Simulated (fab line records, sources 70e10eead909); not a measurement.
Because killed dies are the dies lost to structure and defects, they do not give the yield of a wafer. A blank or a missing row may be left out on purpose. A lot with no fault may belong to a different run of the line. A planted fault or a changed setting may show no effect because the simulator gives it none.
The tool behind it: which one? | flow nandHarc | 12 lots with 34 wafers sampled at 4 steps, on a route of 1159 steps

== WHAT EACH GAUGE READ, for each wafer ==
Not one reading of a measure or inspect step in the record can be checked against a usual standard deviation.

== TOOL THAT RAN EACH LOT (tool first, then ch and the chambers of the sampled wafers, then the start) ==
lot  | NHARC_A_STAIRCASE_ETCHBACK_422    | NHARC_A_SGD_CUT_ETCHBACK_24       | NHARC_A_SGD_CUT_STRIP_28                     | NHARC_A_WL_FILL_ETCHBACK_04
L501 | rieDiel-12 ch 0,1,2, day 13 17:35 | rieDiel-02 ch 0,2,3, day 14 01:44 | rieDiel-02 ch 1,2,3, day 15 13:25 or earlier | rieMetal-02 ch 0,1, day 15 13:25
L502 | rieDiel-12 ch 1,2,3, day 14 06:34 | rieDiel-01 ch 1,3, day 14 14:50   | rieDiel-01 ch 1,3, day 15 21:20 or earlier   | rieMetal-03 ch 0,1, day 15 21:20
L505 | rieDiel-12 ch 1,2, day 15 03:58   | rieDiel-02 ch 0,1,3, day 15 12:15 | rieDiel-02 ch 0,2,3, day 16 14:16 or earlier | rieMetal-02 ch 0,1, day 16 14:16
L508 | rieDiel-12 ch 1,3, day 16 06:47   | rieDiel-02 ch 0,1, day 16 14:48   | rieDiel-02 ch 1,2, day 17 18:35 or earlier   | rieMetal-03 ch 0,1, day 17 18:35
L512 | rieDiel-08 ch 0,2, day 17 19:06   | rieDiel-04 ch 1,2, day 18 09:19   | rieDiel-04 ch 1,2, day 19 10:02 or earlier   | rieMetal-03 ch 0,1, day 19 10:02
L516 | rieDiel-08 ch 0,1,3, day 18 15:24 | rieDiel-01 ch 1,2,3, day 19 00:52 | rieDiel-01 ch 0,1,3, day 19 23:53 or earlier | rieMetal-01 ch 0,1, day 19 23:53
L514 | rieDiel-11 ch 0,3, day 18 15:55   | rieDiel-02 ch 0,1,2, day 19 00:53 | rieDiel-02 ch 0,1,2, day 19 01:04            | rieMetal-02 ch 0,1, day 20 02:52
L519 | rieDiel-12 ch 0,1, day 19 01:33   | rieDiel-01 ch 1,2, day 19 10:20   | rieDiel-01 ch 0,2, day 19 10:28              | rieMetal-01 ch 0,1, day 20 12:41
L521 | rieDiel-12 ch 0,2,3, day 19 13:37 | rieDiel-02 ch 0,1,3, day 19 23:16 | rieDiel-02 ch 1,2,3, day 20 19:31 or earlier | rieMetal-02 ch 0,1, day 20 19:31
L520 | rieDiel-12 ch 0,2, day 19 14:03   | rieDiel-04 ch 0,2,3, day 19 23:20 | rieDiel-04 ch 0,3, day 20 22:26 or earlier   | rieMetal-02 ch 0,1, day 20 22:26
L524 | rieDiel-12 ch 0,2, day 20 01:25   | rieDiel-02 ch 0,2, day 20 09:38   | rieDiel-02 ch 0,2,3, day 21 14:14 or earlier | rieMetal-02 ch 0,1, day 21 14:14
L523 | rieDiel-12 ch 0,2, day 20 01:58   | rieDiel-04 ch 0,1,2, day 20 09:40 | rieDiel-04 ch 0,2,3, day 21 09:06 or earlier | rieMetal-01 ch 0,1, day 21 09:06
- NHARC_A_STAIRCASE_ETCHBACK_422: etches the open film in CH3F/O2, target depth 40 nm, time 74.286 s.
- NHARC_A_SGD_CUT_ETCHBACK_24: etches the open film in CH3F/O2, target depth 50 nm, time 92.857 s.
- NHARC_A_SGD_CUT_STRIP_28: strips in O2, time 20 s.
- NHARC_A_WL_FILL_ETCHBACK_04: etches the open film in NF3, target depth 60 nm, time 120 s.

== WHAT THE TOOLS THEMSELVES READ (means of the sampled wafers that have a number; where no wafer has one, the mark that the record gives instead) ==
NHARC_A_STAIRCASE_ETCHBACK_422. Usual: drypumpMotorCurrentA 5.8 A, standard deviation 0.52; oesProductAu 0.95 a.u., standard deviation 0.037; rfVppV 244.0 V, standard deviation 1.9; runLengthS 95.8 s, standard deviation 0.37; showerheadPlenumPTorr 2.43 Torr, standard deviation 0.12; throttleValvePct 20.663 %, standard deviation 0.0088.
lot  | tool       | drypumpMotorCurrentA (A) | oesProductAu (a.u.) | rfVppV (V) | runLengthS (s) | showerheadPlenumPTorr (Torr) | throttleValvePct (%) | flag
L501 | rieDiel-12 | 5.8                      | 0.92                | 243.3      | 95.9           | 2.42                         | 20.668               | 
L502 | rieDiel-12 | 5.7                      | 0.96                | 243.9      | 95.6           | 2.48                         | 20.664               | 
L505 | rieDiel-12 | 5.5                      | 0.93                | 243.2      | 95.7           | 2.38                         | 20.665               | 
L508 | rieDiel-12 | 6.0                      | 0.92                | 246.8      | 95.7           | 2.56                         | 20.655               | 
L512 | rieDiel-08 | 5.2                      | 0.92                | 245.8      | 95.1           | 2.61                         | 20.663               | 
L516 | rieDiel-08 | 5.4                      | 0.92                | 245.3      | 95.6           | 2.50                         | 20.662               | 
L514 | rieDiel-11 | 5.2                      | 0.93                | 243.2      | 95.6           | 2.31                         | 20.665               | 
L519 | rieDiel-12 | 6.3                      | 0.92                | 243.3      | 96.2           | 2.42                         | 20.658               | 
L521 | rieDiel-12 | 5.9                      | 0.99                | 242.7      | 95.8           | 2.39                         | 20.659               | 
L520 | rieDiel-12 | 5.5                      | 0.93                | 242.0      | 95.6           | 2.30                         | 20.667               | 
L524 | rieDiel-12 | 5.6                      | 0.93                | 242.6      | 96.0           | 2.30                         | 20.664               | 
L523 | rieDiel-12 | 5.6                      | 1.01                | 241.8      | 95.6           | 2.30                         | 20.658               | 

NHARC_A_SGD_CUT_ETCHBACK_24. Usual: drypumpMotorCurrentA 5.7 A, standard deviation 0.39; oesProductAu 0.989 a.u., standard deviation 0.028; rfVppV 244.1 V, standard deviation 1.6; runLengthS 114.2 s, standard deviation 0.42; showerheadPlenumPTorr 2.45 Torr, standard deviation 0.11; throttleValvePct 20.664 %, standard deviation 0.0086.
lot  | tool       | drypumpMotorCurrentA (A) | oesProductAu (a.u.) | rfVppV (V) | runLengthS (s) | showerheadPlenumPTorr (Torr) | throttleValvePct (%) | flag
L501 | rieDiel-02 | 5.7                      | 0.994               | 243.9      | 114.2          | 2.40                         | 20.666               | 
L502 | rieDiel-01 | 5.6                      | 0.999               | 244.4      | 113.8          | 2.44                         | 20.663               | 
L505 | rieDiel-02 | 5.9                      | 0.991               | 243.1      | 114.0          | 2.36                         | 20.660               | 
L508 | rieDiel-02 | 5.8                      | 0.929               | 243.9      | 114.1          | 2.40                         | 20.666               | 
L512 | rieDiel-04 | 5.5                      | 0.992               | 246.1      | 114.4          | 2.62                         | 20.664               | 
L516 | rieDiel-01 | 5.4                      | 1.011               | 243.9      | 114.4          | 2.44                         | 20.664               | 
L514 | rieDiel-02 | 5.7                      | 0.996               | 243.6      | 114.1          | 2.40                         | 20.661               | 
L519 | rieDiel-01 | 5.4                      | 0.933               | 245.0      | 114.3          | 2.49                         | 20.674               | 
L521 | rieDiel-02 | 5.9                      | 1.006               | 243.0      | 113.8          | 2.36                         | 20.664               | 
L520 | rieDiel-04 | 5.9                      | 0.997               | 244.8      | 114.0          | 2.56                         | 20.668               | 
L524 | rieDiel-02 | 5.4                      | 1.005               | 243.8      | 114.2          | 2.43                         | 20.667               | 
L523 | rieDiel-04 | 5.6                      | 0.930               | 246.0      | 114.2          | 2.62                         | 20.661               | 

NHARC_A_SGD_CUT_STRIP_28. Usual: drypumpMotorCurrentA 5.7 A, standard deviation 0.39; oesProductAu 1.004 a.u., standard deviation 0.0087; rfVppV 57.7 V, standard deviation 0.88; showerheadPlenumPTorr 3.51 Torr, standard deviation 0.15; throttleValvePct 17.037 %, standard deviation 0.01.
lot  | tool       | drypumpMotorCurrentA (A) | oesProductAu (a.u.) | rfVppV (V) | showerheadPlenumPTorr (Torr) | throttleValvePct (%) | flag
L501 | rieDiel-02 | 5.9                      | 1.007               | 57.5       | 3.36                         | 17.040               | 
L502 | rieDiel-01 | 5.6                      | 0.995               | 57.8       | 3.42                         | 17.046               | 
L505 | rieDiel-02 | 5.7                      | 1.000               | 57.3       | 3.44                         | 17.036               | 
L508 | rieDiel-02 | 5.8                      | 1.003               | 58.4       | 3.40                         | 17.032               | 
L512 | rieDiel-04 | 5.5                      | 0.996               | 58.9       | 3.75                         | 17.041               | 
L516 | rieDiel-01 | 5.8                      | 1.014               | 58.4       | 3.49                         | 17.037               | 
L514 | rieDiel-02 | 5.7                      | 0.999               | 57.1       | 3.45                         | 17.038               | 
L519 | rieDiel-01 | 6.0                      | 1.016               | 57.3       | 3.56                         | 17.044               | 
L521 | rieDiel-02 | 5.9                      | 1.001               | 57.5       | 3.36                         | 17.046               | 
L520 | rieDiel-04 | 6.0                      | 1.015               | 57.7       | 3.56                         | 17.032               | 
L524 | rieDiel-02 | 5.7                      | 1.006               | 57.6       | 3.44                         | 17.033               | 
L523 | rieDiel-04 | 5.9                      | 1.008               | 57.8       | 3.66                         | 17.038               | 

NHARC_A_WL_FILL_ETCHBACK_04. Usual: drypumpMotorCurrentA 5.8 A, standard deviation 0.43; oesProductAu 1.003 a.u., standard deviation 0.011; runLengthS 141.5 s, standard deviation 0.37.
lot  | tool        | drypumpMotorCurrentA (A) | oesProductAu (a.u.) | runLengthS (s) | flag
L501 | rieMetal-02 | 5.6                      | 0.994               | 141.3          | 
L502 | rieMetal-03 | 5.6                      | 1.014               | 141.2          | 
L505 | rieMetal-02 | 5.6                      | 0.985               | 141.4          | 
L508 | rieMetal-03 | 5.6                      | 1.008               | 126.2          | OFF
L512 | rieMetal-03 | 5.6                      | 1.014               | 126.3          | OFF
L516 | rieMetal-01 | 5.8                      | 1.003               | 141.7          | 
L514 | rieMetal-02 | 5.6                      | 1.004               | 141.3          | 
L519 | rieMetal-01 | 5.8                      | 1.000               | 141.8          | 
L521 | rieMetal-02 | 5.6                      | 1.003               | 141.4          | 
L520 | rieMetal-02 | 5.6                      | 1.009               | 141.3          | 
L524 | rieMetal-02 | 6.0                      | 1.004               | 141.6          | 
L523 | rieMetal-01 | 5.8                      | 1.003               | 141.8          | 

== THE ANSWER, worked out from the rows above alone ==
Rule: take the mean of a lot's wafers that have a number; if it is more than 3 standard deviations from the usual mean, the lot is off. A lot without any number at a reading at which 4 lots or more have one is off too. The other lots that the step has rows for count as sound. After the gauges, taken in route order, come the tools' own readings; for these a lot's mean is taken, as printed above. The first step at which some lot is off is used, and at that step the reading that is off furthest; a lot without a number counts as furthest.
Off, at NHARC_A_WL_FILL_ETCHBACK_04 on runLengthS: L508, L512.
If a tool, at that step or one of the process steps before it, ran each lot that is off and ran no sound lot following the first of them, it fits. With no start given for some of its lots, NHARC_A_SGD_CUT_STRIP_28 uses the hours and lot order of NHARC_A_WL_FILL_ETCHBACK_04. One fits: NHARC_A_WL_FILL_ETCHBACK_04 on rieMetal-03. Its last sound lot is L502 (day 15 21:20), its first lot that is off L508 (day 17 18:35): a fault that began between those two fits.
The tool's own readings at NHARC_A_WL_FILL_ETCHBACK_04 bear it out: on the lots that are off they differ by more than 5 times the standard deviation of the sound lots' means. runLengthS reads 126.2 s there against 141.5 s on the sound lots.

== WHAT THE SIMULATOR HAD PUT IN ==
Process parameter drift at NHARC_A_WL_FILL_ETCHBACK_04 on rieMetal-03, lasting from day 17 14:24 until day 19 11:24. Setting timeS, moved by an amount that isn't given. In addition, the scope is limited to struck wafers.
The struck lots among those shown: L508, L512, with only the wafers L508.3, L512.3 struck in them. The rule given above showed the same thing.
